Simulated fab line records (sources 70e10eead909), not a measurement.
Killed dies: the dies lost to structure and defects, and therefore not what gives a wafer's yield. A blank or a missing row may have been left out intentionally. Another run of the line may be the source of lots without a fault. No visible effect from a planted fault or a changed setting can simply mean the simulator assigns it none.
fab line records	flow nand_harc
[record] lots = 13	wafers = 39	last_day = 24
route steps=1159 shown P_CONTACT@237 A_BONDPAD@1078 THIN_TSV@1102 END@1159
lots that met no fault: from a run of the same line without faults
start_h: the number of hours between the record's first day and the start of the first shown wafer of the lot	wait_h: how many hours have passed since the lot's step before this one	" identical to the entry in the row above	L1.1+2: a row that stands for several wafers	- no value, or no start given	* or withheld: withheld	< > ~ a bound
route shown NAME@n: a module of which the file shows steps, and the number in the route of the first	usual: mean/standard deviation taken from wafers without a fault	same: alike in all rows	chamber/n: place in a boat	sites: the reading at each site	_std_site: the values' standard deviation	_edge_site: mean of outer sites minus mean of inner sites	radius_mm: how far each site lies from the wafer's centre	mask NAME#n: copy n	behind: the most recent tool/chamber to have shaped the wafer	hold: the reason the lot was held/the length of the hold in hours/how it ended	device: names the non-switching transistor (n, p or np)	end of line: at the end of the route, the tests of the same wafers	where a step has no rows: the recipe by itself	killed: not the wafer's yield, but the dies lost to structure and defects at the first sort	map: per-die view of a wafer (x killed, . not killed, _ where there is no die)
set.NAME: the setting the step ran with; set.NAME@STEP: the setting that earlier step ran with	model.NAME: the simulator's own value behind a step, which no gauge read
steps of the route over a sample of lots; a table a step, a row a wafer
services: a tool's chamber out of use, with start hour (start_h, from the record's first day; less than 0 if before it), hours out, and reason
[[steps]]
[step NHARC_P_CONTACT_ETCH_36]
[recipe] target_depth_a = 2600	over_etch_frac = 0.25	time_s = 406.25	ion_energy_ev = 200	n2_flow_sccm = 150	h2_flow_sccm = 150	ar_flow_sccm = 0	rf_w = 400	bias_w = 150	chemistry = N2/H2
[usual] bias_w = 150.0/0.47	drypump_motor_current_A = 5.77/0.25	oes_product_au = 0.996/0.011	rf_vpp_V = 429.7/2.1	showerhead_plenum_p_Torr = 2.01/0.07	throttle_valve_pct = 14.170/0.0079
lot.wafer	tool	chamber	start_h	wait_h	bias_w	drypump_motor_current_A	oes_product_au	rf_hours_counter_h	rf_vpp_V	showerhead_plenum_p_Torr	throttle_valve_pct
L979.2	rie_diel-08	3	116.52	-	150.2	5.56	0.995	18	428.0	2.00	14.172
L979.5	"	2	"	"	149.9	6.04	0.992	-	427.6	1.92	14.159
L979.6	"	3	"	"	150.3	5.57	1.001	-	428.6	2.00	14.169
L978.1	rie_diel-08	3	117.51	-	149.7	5.58	0.994	18	431.7	2.00	14.173
L978.3	"	0	"	"	149.9	6.02	0.992	17	432.0	2.05	14.188
L978.6	"	1	"	"	150.8	5.37	0.998	-	430.7	2.04	14.182
L977.3	rie_diel-08	3	118.35	-	149.7	5.58	1.011	18	427.9	2.00	14.182
L977.1	"	1	"	"	149.2	5.38	1.007	13	430.2	2.04	14.156
L977.4	"	2	"	"	150.2	6.03	0.998	18	427.9	1.92	14.179
L980.2	rie_diel-11	3	128.50	-	149.6	6.03	1.010	39	429.8	2.02	14.169
L980.4	"	0	"	"	150.4	6.05	1.011	36	428.1	1.95	14.182
L980.3	"	1	"	"	149.7	5.68	0.985	36	433.1	2.12	14.172
L981.3	rie_diel-11	1	129.18	-	149.9	5.67	0.990	37	432.8	2.12	14.162
L981.4	"	2	"	"	150.0	6.42	0.983	32	430.7	1.99	14.176
L981.6	"	3	"	"	150.1	6.00	0.990	-	430.8	2.02	14.159
L982.3	rie_diel-04	0	136.30	-	150.0	5.64	0.986	1	432.4	2.12	14.162
L982.4	"	3	"	"	150.2	5.87	0.974	1	427.1	1.94	14.179
L982.5	"	1	"	"	149.6	5.74	0.984	-	427.8	1.93	14.182
L983.2	rie_diel-08	0	147.78	-	150.5	5.98	0.989	1	431.1	2.05	14.167
L983.5	"	1	"	"	150.3	5.37	0.995	-	429.2	2.04	14.172
L983.6	"	2	"	"	149.9	6.02	1.004	-	427.0	1.92	14.173
L984.4	rie_diel-08	0	152.23	-	149.9	6.01	0.983	1	431.2	2.05	14.157
L984.2	"	2	"	"	150.4	6.06	0.994	2	426.7	1.92	14.171
L984.3	"	3	"	"	150.7	5.54	0.983	2	428.1	2.00	14.165
L985.1	rie_diel-08	0	163.61	-	149.3	6.00	0.993	3	432.0	2.05	14.168
L985.4	"	1	"	"	150.1	5.37	0.998	3	429.9	2.04	14.172
L985.6	"	2	"	"	149.9	6.07	1.005	-	426.6	1.92	14.164
L995.1	rie_diel-08	0	219.66	-	150.3	5.97	0.988	9	430.3	2.05	14.184
L995.3	"	1	"	"	149.7	5.35	1.000	9	431.5	2.04	14.165
L995.6	"	3	"	"	150.1	5.58	0.999	-	428.4	2.00	14.171
L996.1	rie_diel-08	3	221.78	-	149.8	5.59	0.999	9	430.9	2.00	14.180
L996.3	"	2	"	"	149.4	6.06	1.008	9	426.3	1.92	14.162
L996.6	"	3	"	"	149.9	5.60	0.995	-	428.3	2.00	14.172
L998.1	rie_diel-04	2	235.07	-	150.7	5.53	0.994	9	432.8	2.12	14.165
L998.4	"	0	"	"	149.5	5.67	1.024	10	431.7	2.12	14.166
L998.5	"	2	"	"	150.4	5.53	0.985	-	432.3	2.12	14.186
L100.2	rie_diel-11	0	243.70	-	149.8	6.09	1.007	14	428.4	1.94	14.196
L100.3	"	1	"	"	149.6	5.66	0.986	16	434.3	2.11	14.175
L100.6	"	1	"	"	148.7	5.66	0.997	-	431.9	2.11	14.164
[step NHARC_A_BONDPAD_CD_MEAS_13]
[usual] cd_nm = 498.0/2.9
lot.wafer	tool	chamber	start_h	wait_h	cd_nm
L979.2	cd_sem-01	-	411.29	-	496.8
L979.5	"	-	"	"	497.6
L979.6	"	-	"	"	502.7
L980.2	cd_sem-03	-	411.97	-	499.5
L980.3	"	-	"	"	498.6
L980.4	"	-	"	"	500.3
L981.3	cd_sem-01	-	413.77	-	500.0
L981.4	"	-	"	"	494.4
L981.6	"	-	"	"	494.0
L977.1	cd_sem-03	-	414.65	-	497.9
L977.3	"	-	"	"	499.2
L977.4	"	-	"	"	491.9
L982.3	cd_sem-03	-	435.60	-	501.2
L982.4	"	-	"	"	498.4
L982.5	"	-	"	"	498.7
L978.1	cd_sem-02	-	438.38	-	496.3
L978.3	"	-	"	"	496.3
L978.6	"	-	"	"	498.3
L983.2	cd_sem-03	-	438.98	-	497.7
L983.5	"	-	"	"	497.5
L983.6	"	-	"	"	496.0
L984.2	cd_sem-02	-	459.08	-	499.0
L984.3	"	-	"	"	497.3
L984.4	"	-	"	"	496.5
L985.1	cd_sem-02	-	465.94	-	496.5
L985.4	"	-	"	"	500.7
L985.6	"	-	"	"	499.7
L995.1	cd_sem-01	-	513.71	-	497.8
L995.3	"	-	"	"	501.8
L995.6	"	-	"	"	494.7
L996.1	cd_sem-03	-	515.35	-	495.9
L996.3	"	-	"	"	494.5
L996.6	"	-	"	"	497.9
L998.1	cd_sem-02	-	539.59	-	497.1
L998.4	"	-	"	"	499.7
L998.5	"	-	"	"	501.3
L100.2	cd_sem-02	-	544.12	-	496.6
L100.3	"	-	"	"	497.8
L100.6	"	-	"	"	501.7
[step NHARC_A_BONDPAD_DEGAS_25]
[recipe] temp_c = 300	time_s = 60
[usual] heater_power_w = 429/33
lot.wafer	tool	chamber	start_h	wait_h	heater_power_w
L979.2	pvd_sputter-02	-	411.92	-	406
L979.5	"	-	"	"	405
L979.6	"	-	"	"	455
L980.3	pvd_sputter-03	-	412.60	-	462
L980.2	"	-	"	"	370
L980.4	"	-	"	"	437
L981.4	pvd_sputter-01	-	414.40	-	402
L981.3	"	-	"	"	410
L981.6	"	-	"	"	397
L977.1	pvd_sputter-02	-	415.28	-	496
L977.4	"	-	"	"	449
L977.3	"	-	"	"	443
L982.4	pvd_sputter-03	-	436.34	-	487
L982.3	"	-	"	"	469
L982.5	"	-	"	"	470
L978.3	pvd_sputter-01	-	439.01	-	390
L978.1	"	-	"	"	398
L978.6	"	-	"	"	411
L983.2	pvd_sputter-01	-	439.63	-	411
L983.5	"	-	"	"	410
L983.6	"	-	"	"	402
L984.2	pvd_sputter-01	-	459.70	-	399
L984.3	"	-	"	"	409
L984.4	"	-	"	"	406
L985.4	pvd_sputter-01	-	466.58	-	398
L985.1	"	-	"	"	406
L985.6	"	-	"	"	409
L995.3	pvd_sputter-02	-	514.37	-	405
L995.1	"	-	"	"	438
L995.6	"	-	"	"	498
L996.3	pvd_sputter-03	-	515.97	-	411
L996.1	"	-	"	"	473
L996.6	"	-	"	"	428
L998.1	pvd_sputter-01	-	540.21	-	425
L998.4	"	-	"	"	445
L998.5	"	-	"	"	433
L100.2	pvd_sputter-03	-	544.78	-	424
L100.3	"	-	"	"	482
L100.6	"	-	"	"	361
[step NHARC_THIN_TSV_CMP_01]
[recipe] target_thk_um = 3
[usual] motor_current_A = 12.0/1.1
lot.wafer	tool	chamber	start_h	wait_h	motor_current_A
L981.3	cmp-04	1	425.54	0.7	13.5
L981.4	"	2	"	"	10.0
L981.6	"	3	"	"	12.9
L979.2	cmp-04	2	426.72	0.8	9.4
L979.5	"	2	"	"	9.9
L979.6	"	3	"	"	13.3
L977.3	cmp-04	0	427.91	0.6	12.2
L977.4	"	1	"	"	13.4
L977.1	"	2	"	"	10.4
L980.4	cmp-01	3	429.11	0.4	13.3
L980.3	"	0	"	"	11.0
L980.2	"	1	"	"	11.1
L982.3	cmp-04	0	449.90	0.6	11.8
L982.4	"	2	"	"	10.2
L982.5	"	1	"	"	13.1
L983.2	cmp-02	3	451.09	0.8	11.2
L983.6	"	3	"	"	10.8
L983.5	"	0	"	"	11.9
L978.3	cmp-02	2	452.31	0.6	11.3
L978.1	"	3	"	"	11.4
L978.6	"	2	"	"	11.1
L984.4	cmp-04	0	476.85	0.4	12.2
L984.3	"	1	"	"	13.4
L984.2	"	2	"	"	9.6
L985.1	cmp-04	1	481.32	1.0	13.7
L985.4	"	3	"	"	12.9
L985.6	"	2	"	"	10.2
L996.3	cmp-04	2	532.82	0.6	10.1
L996.1	"	0	"	"	12.6
L996.6	"	3	"	"	13.1
L995.1	cmp-01	2	534.04	1.0	12.3
L995.3	"	3	"	"	12.7
L995.6	"	1	"	"	10.5
L998.1	cmp-01	0	556.49	1.0	12.6
L998.4	"	2	"	"	12.2
L998.5	"	1	"	"	11.0
L100.2	cmp-02	1	558.94	0.9	13.1
L100.3	"	2	"	"	11.0
L100.6	"	3	"	"	11.7
[step NHARC_END_SORT_01]
[recipe] temp_c = 25
[usual] killed_at_array = 29/11	killed_at_other = 0.6/1	killed_at_periphery = 3.1/2.1	killed_dies = 33/11	killed_open = 3.1/1.9	killed_short = 1.9/1.5
[same] gross_dies = 677
lot.wafer	tool	chamber	start_h	wait_h	killed_at_array	killed_at_other	killed_at_periphery	killed_dies	killed_open	killed_short
L979.2	prober-01	0	447.92	2.8	28	2	3	33	3	1
L979.5	prober-01	0	450.30	3.7	28	1	4	33	4	2
L979.6	prober-01	0	451.09	4.0	26	0	2	28	1	3
L983.2	prober-01	0	472.30	2.9	30	0	1	31	1	3
L983.5	prober-01	0	474.75	3.8	27	0	2	29	3	2
L983.6	prober-01	0	475.57	4.1	26	1	2	29	0	1
L982.3	prober-02	0	473.02	3.1	22	0	4	26	3	1
L982.4	prober-02	0	473.82	3.4	19	0	3	22	3	1
L982.5	prober-02	0	474.61	3.7	25	0	6	31	3	2
L985.1	prober-01	0	501.97	2.5	30	0	8	38	1	0
L985.4	prober-01	0	504.35	3.4	32	1	3	36	2	3
L985.6	prober-01	0	505.94	4.0	34	0	4	38	3	2
L996.1	prober-02	0	549.02	2.5	26	0	95	121	8	2
L996.3	prober-02	0	550.61	3.1	27	0	73	100	3	0
L996.6	prober-02	0	552.99	4.0	11	0	95	106	2	1
L995.1	prober-01	0	553.93	2.5	37	2	97	136	2	1
L995.3	prober-01	0	555.50	3.1	28	0	103	131	4	1
L995.6	prober-01	0	557.87	3.9	30	2	88	120	2	1
// killed by level:class
L979.2 A_CHANNEL_HOLE_D1:chamber_film_flake=11 A_SLIT:chamber_film_flake=5 A_CONTACT:chamber_film_flake=5 P_BONDPAD:chamber_film_flake=2 A_CHANNEL_FILL_D1:chamber_film_flake=2 THIN_TSV:chamber_film_flake=2 A_CHANNEL_FILL_D1:geometric_particle:open=1 A_WL_FILL:geometric_particle:short=1
L979.5 A_CHANNEL_HOLE_D1:chamber_film_flake=9 A_SLIT:chamber_film_flake=8 A_CONTACT:chamber_film_flake=3 P_STI:chamber_film_flake=2 P_GATE:geometric_particle:open=1 A_ONON_D1:geometric_particle:short=1 A_SGD_CUT:geometric_particle:open=1 A_CONTACT:geometric_particle:open=1
L979.6 A_CHANNEL_HOLE_D1:chamber_film_flake=9 A_SLIT:chamber_film_flake=7 A_CONTACT:chamber_film_flake=4 P_M0:geometric_particle:open=1 A_CHANNEL_FILL_D1:geometric_particle:short=1 A_WL_FILL:geometric_particle:short=1 A_M0:geometric_particle:short=1 P_ZERO_WELL:chamber_film_flake=1
L983.2 A_SLIT:chamber_film_flake=12 A_CHANNEL_HOLE_D1:chamber_film_flake=6 A_CONTACT:chamber_film_flake=5 A_M0:chamber_film_flake=2 A_SOURCE_PLATE:geometric_particle:short=1 A_CHANNEL_FILL_D1:geometric_particle:short=1 A_CONTACT:geometric_particle:open=1 A_CONTACT:geometric_particle:short=1
L982.3 A_SLIT:chamber_film_flake=11 P_ZERO_WELL:chamber_film_flake=2 A_CONTACT:chamber_film_flake=2 A_CHANNEL_HOLE_D1:chamber_film_flake=2 A_CHANNEL_FILL_D1:chamber_film_flake=2 A_SOURCE_PLATE:geometric_particle:open=1 A_CONTACT:geometric_particle:short=1 A_CONTACT:geometric_particle:open=1
L982.4 A_SLIT:chamber_film_flake=10 A_CONTACT:chamber_film_flake=4 P_CONTACT:chamber_film_flake=2 A_ONON_D1:geometric_particle:short=1 A_BLC:geometric_particle:open=1 A_M0:geometric_particle:open=1 A_BONDPAD:geometric_particle:open=1 P_STI:chamber_film_flake=1
L982.5 A_SLIT:chamber_film_flake=14 P_STI:chamber_film_flake=3 A_CHANNEL_HOLE_D1:chamber_film_flake=3 A_CONTACT:geometric_particle:open=2 P_ZERO_WELL:chamber_film_flake=2 A_CONTACT:chamber_film_flake=2 P_M0:geometric_particle:open=1 A_ONON_D1:geometric_particle:short=1
L983.5 A_SLIT:chamber_film_flake=12 A_CONTACT:chamber_film_flake=4 A_CHANNEL_FILL_D1:geometric_particle:open=2 A_WL_FILL:geometric_particle:short=2 P_ZERO_WELL:chamber_film_flake=2 A_STAIRCASE:chamber_film_flake=2 A_CHANNEL_HOLE_D1:chamber_film_flake=2 A_M0:chamber_film_flake=2
L983.6 A_SLIT:chamber_film_flake=15 A_CHANNEL_HOLE_D1:chamber_film_flake=7 A_CONTACT:chamber_film_flake=3 P_M0:geometric_particle:short=1 P_BONDPAD:chamber_film_flake=1 A_WL_FILL:chamber_film_flake=1 THIN_TSV:chamber_film_flake=1
L985.1 A_CHANNEL_HOLE_D1:chamber_film_flake=17 A_SLIT:chamber_film_flake=12 P_ZERO_WELL:chamber_film_flake=3 P_STI:chamber_film_flake=3 P_GATE:geometric_particle:open=1 P_M2:chamber_film_flake=1 A_STAIRCASE:chamber_film_flake=1
L985.4 A_CHANNEL_HOLE_D1:chamber_film_flake=14 A_SLIT:chamber_film_flake=11 A_ONON_D1:geometric_particle:short=2 P_STI:chamber_film_flake=2 A_STAIRCASE:chamber_film_flake=2 P_M0:geometric_particle:open=1 A_CHANNEL_HOLE_D1:geometric_particle:short=1 A_BLC:geometric_particle:open=1
L985.6 A_CHANNEL_HOLE_D1:chamber_film_flake=16 A_SLIT:chamber_film_flake=13 P_STI:chamber_film_flake=3 P_M0:geometric_particle:short=1 A_CHANNEL_HOLE_D1:geometric_particle:open=1 A_CONTACT:geometric_particle:open=1 A_M0:geometric_particle:open=1 A_M0:geometric_particle:short=1
L996.1 P_CONTACT:unspecified=90 A_CONTACT:chamber_film_flake=7 A_CHANNEL_HOLE_D1:chamber_film_flake=6 A_CHANNEL_FILL_D1:geometric_particle:open=4 P_GATE:chamber_film_flake=3 A_M0:chamber_film_flake=3 P_M1:geometric_particle:open=2 A_ONON_D1:geometric_particle:open=1
L996.3 P_CONTACT:unspecified=72 A_CHANNEL_HOLE_D1:chamber_film_flake=14 A_CONTACT:chamber_film_flake=7 A_STAIRCASE:chamber_film_flake=2 A_M0:chamber_film_flake=2 P_M2:geometric_particle:open=1 A_WL_FILL:geometric_particle:open=1 A_M0:geometric_particle:open=1
L996.6 P_CONTACT:unspecified=92 A_STAIRCASE:chamber_film_flake=4 A_CONTACT:chamber_film_flake=3 A_CHANNEL_HOLE_D1:chamber_film_flake=2 P_CONTACT:geometric_particle:open=1 A_CHANNEL_FILL_D1:geometric_particle:short=1 A_CHANNEL_FILL_D1:geometric_particle:open=1 P_STI:chamber_film_flake=1
L995.1 P_CONTACT:unspecified=95 A_CHANNEL_HOLE_D1:chamber_film_flake=15 A_SLIT:chamber_film_flake=13 A_STAIRCASE:chamber_film_flake=3 A_CONTACT:geometric_particle:open=2 A_M0:chamber_film_flake=2 THIN_TSV:chamber_film_flake=2 A_SLIT:geometric_particle:short=1
L995.3 P_CONTACT:unspecified=98 A_CHANNEL_HOLE_D1:chamber_film_flake=12 A_SLIT:chamber_film_flake=8 A_CONTACT:chamber_film_flake=5 P_M0:geometric_particle:open=2 A_STAIRCASE:chamber_film_flake=2 P_CONTACT:geometric_particle:short=1 P_M2:geometric_particle:open=1
L995.6 P_CONTACT:unspecified=86 A_SLIT:chamber_film_flake=19 A_STAIRCASE:chamber_film_flake=4 A_CHANNEL_HOLE_D1:chamber_film_flake=3 A_CONTACT:chamber_film_flake=2 THIN_TSV:chamber_film_flake=2 P_CONTACT:geometric_particle:open=1 A_CHANNEL_FILL_D1:geometric_particle:short=1
[[services]]
tool	chamber	start_h	hours	kind
cmp-04	-	105.01	4.0	pm
cmp-04	-	120.38	0.9	repair
rie_diel-08	-	124.80	9.0	pm
rie_diel-08	2	175.06	6.6	repair
rie_diel-08	3	188.22	1.2	repair
cmp-04	-	196.04	1.2	repair
cmp-04	-	199.58	1.4	repair
rie_diel-08	1	202.74	2.6	repair
cmp-04	-	203.01	4.0	pm
cmp-04	-	213.88	3.5	repair
rie_diel-08	3	262.12	7.9	repair
rie_diel-08	2	268.81	4.4	repair
rie_diel-08	0	269.97	16.4	repair
cmp-04	-	299.15	1.4	repair
cmp-04	-	301.10	4.0	pm
rie_diel-08	-	301.80	9.0	pm
rie_diel-08	1	315.84	3.2	repair
cmp-04	-	399.10	4.0	pm
rie_diel-08	2	417.84	3.3	repair
rie_diel-08	3	420.08	9.9	repair
cmp-04	-	437.06	1.0	repair
cmp-04	-	450.74	3.6	repair
rie_diel-08	-	478.80	9.0	pm
rie_diel-08	-	530.97	2.5	repair
[[key]]
[first_sign] step = NHARC_END_SORT_01	reading = killed_at_periphery	direction = up	sigmas = 42	usual = 3.1	struck = 91.8
[effect] step = NHARC_END_SORT_01	reading = killed_dies	direction = up	sigmas = 8.1	usual = 33	struck = 119
[more_kills_born_at] NHARC_P_CONTACT_ETCH_36@rie_diel-08 = 533
met_at NHARC_P_CONTACT_ETCH_36
struck_lots L995,L996
tester_left_out L995,L996
not_acting_at NHARC_A_BONDPAD_CD_MEAS_13,NHARC_A_BONDPAD_DEGAS_25,NHARC_THIN_TSV_CMP_01
onset_between 163.61 219.66
[fault] kind = chamber_particle_source	tool = rie_diel-08	chamber = -	onset_h = 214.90	steps = NHARC_P_CONTACT_ETCH_36	rate_per_visit_cm2 = 1.4295	end_h = 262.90
// tester_left_out: of these lots the tester's yield and bins aren't shown, on N5 and GAA mostly nor the transistor test; their killed dies are dies lost to structure and defects alone, not to doping, threshold or leakage, so they don't give the yield
